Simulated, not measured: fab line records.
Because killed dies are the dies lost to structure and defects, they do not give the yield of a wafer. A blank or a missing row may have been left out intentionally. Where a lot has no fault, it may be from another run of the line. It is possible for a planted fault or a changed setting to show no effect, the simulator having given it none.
Chamber matching / flow n5Finfet / N5_SD_EPI_N_ETCH_45 on rieDiel-04 has 4 sister chambers
The step etches SiOCN in CH3F/O2, target depth 6 nm. 16 wafers are shown with their chamber, then 8 later ones without.

== WAFERS WITH THEIR CHAMBER ==
wafer=L075.1; chamber=2; drypumpMotorCurrentA (A)=6.1; throttleValvePct (%)=23.04; oesProductAu (a.u.)=0.85
wafer=L075.4; chamber=2; drypumpMotorCurrentA (A)=6.1; throttleValvePct (%)=23.04; oesProductAu (a.u.)=0.85
wafer=L075.5; chamber=3; drypumpMotorCurrentA (A)=6.0; throttleValvePct (%)=23.51; oesProductAu (a.u.)=0.70
wafer=L077.1; chamber=2; drypumpMotorCurrentA (A)=6.1; throttleValvePct (%)=23.03; oesProductAu (a.u.)=0.85
wafer=L077.4; chamber=3; drypumpMotorCurrentA (A)=6.0; throttleValvePct (%)=23.52; oesProductAu (a.u.)=0.71
wafer=L077.5; chamber=2; drypumpMotorCurrentA (A)=6.1; throttleValvePct (%)=23.06; oesProductAu (a.u.)=0.84
wafer=L078.1; chamber=0; drypumpMotorCurrentA (A)=5.3; throttleValvePct (%)=23.22; oesProductAu (a.u.)=0.99
wafer=L078.4; chamber=1; drypumpMotorCurrentA (A)=5.1; throttleValvePct (%)=23.23; oesProductAu (a.u.)=0.69
wafer=L078.6; chamber=2; drypumpMotorCurrentA (A)=6.1; throttleValvePct (%)=23.04; oesProductAu (a.u.)=0.85
wafer=L082.1; chamber=2; drypumpMotorCurrentA (A)=6.1; throttleValvePct (%)=23.07; oesProductAu (a.u.)=0.83
wafer=L082.5; chamber=0; drypumpMotorCurrentA (A)=5.3; throttleValvePct (%)=23.24; oesProductAu (a.u.)=0.94
wafer=L082.6; chamber=3; drypumpMotorCurrentA (A)=6.0; throttleValvePct (%)=23.53; oesProductAu (a.u.)=0.69
wafer=L084.2; chamber=0; drypumpMotorCurrentA (A)=5.3; throttleValvePct (%)=23.24; oesProductAu (a.u.)=0.93
wafer=L084.3; chamber=2; drypumpMotorCurrentA (A)=6.1; throttleValvePct (%)=23.07; oesProductAu (a.u.)=0.82
wafer=L084.5; chamber=3; drypumpMotorCurrentA (A)=6.0; throttleValvePct (%)=23.55; oesProductAu (a.u.)=0.69
wafer=L088.1; chamber=1; drypumpMotorCurrentA (A)=5.0; throttleValvePct (%)=22.94; oesProductAu (a.u.)=0.93

SIGNATURES (averages over the wafers above)
reading=drypumpMotorCurrentA; chamber 0=5.300; chamber 1=5.050; chamber 2=6.100; chamber 3=6.000; scatter within a chamber=0.0204
reading=throttleValvePct; chamber 0=23.2333; chamber 1=23.0850; chamber 2=23.0500; chamber 3=23.5275; scatter within a chamber=0.0611
reading=oesProductAu; chamber 0=0.9533; chamber 1=0.8100; chamber 2=0.8414; chamber 3=0.6975; scatter within a chamber=0.0517
Rule: for each reading, subtract the chamber's mean from the wafer's reading, divide by that reading's scatter and square the result; add these up over the readings and take the root, which gives the wafer's distance from the chamber. The wafer belongs to the nearest chamber; if the next one is less than 2 further off, it can't be placed. The scatter is the square root of a quotient: the sum, over the shown wafers, of each reading's squared deviation from its chamber's mean, divided by wafers minus chambers.

== WAFERS WITHOUT THEIR CHAMBER ==
wafer=L088.4; drypumpMotorCurrentA (A)=6.1; throttleValvePct (%)=23.07; oesProductAu (a.u.)=0.82
wafer=L088.6; drypumpMotorCurrentA (A)=5.0; throttleValvePct (%)=22.92; oesProductAu (a.u.)=0.93
wafer=L090.1; drypumpMotorCurrentA (A)=5.0; throttleValvePct (%)=22.95; oesProductAu (a.u.)=0.91
wafer=L090.5; drypumpMotorCurrentA (A)=5.3; throttleValvePct (%)=23.25; oesProductAu (a.u.)=0.91
wafer=L090.6; drypumpMotorCurrentA (A)=6.1; throttleValvePct (%)=23.08; oesProductAu (a.u.)=0.81
wafer=L096.2; drypumpMotorCurrentA (A)=5.0; throttleValvePct (%)=22.96; oesProductAu (a.u.)=0.88
wafer=L096.4; drypumpMotorCurrentA (A)=6.1; throttleValvePct (%)=23.08; oesProductAu (a.u.)=0.80
wafer=L096.6; drypumpMotorCurrentA (A)=5.3; throttleValvePct (%)=23.26; oesProductAu (a.u.)=0.89

== EACH ONE'S CHAMBER ==
wafer=L088.4; from the rows above=2; in truth=2
wafer=L088.6; from the rows above=1; in truth=1
wafer=L090.1; from the rows above=1; in truth=1
wafer=L090.5; from the rows above=0; in truth=0
wafer=L090.6; from the rows above=2; in truth=2
wafer=L096.2; from the rows above=1; in truth=1
wafer=L096.4; from the rows above=2; in truth=2
wafer=L096.6; from the rows above=0; in truth=0
Correctly placed: 8 of 8. Number that these rows cannot place: 0. Placed wrongly: 0.
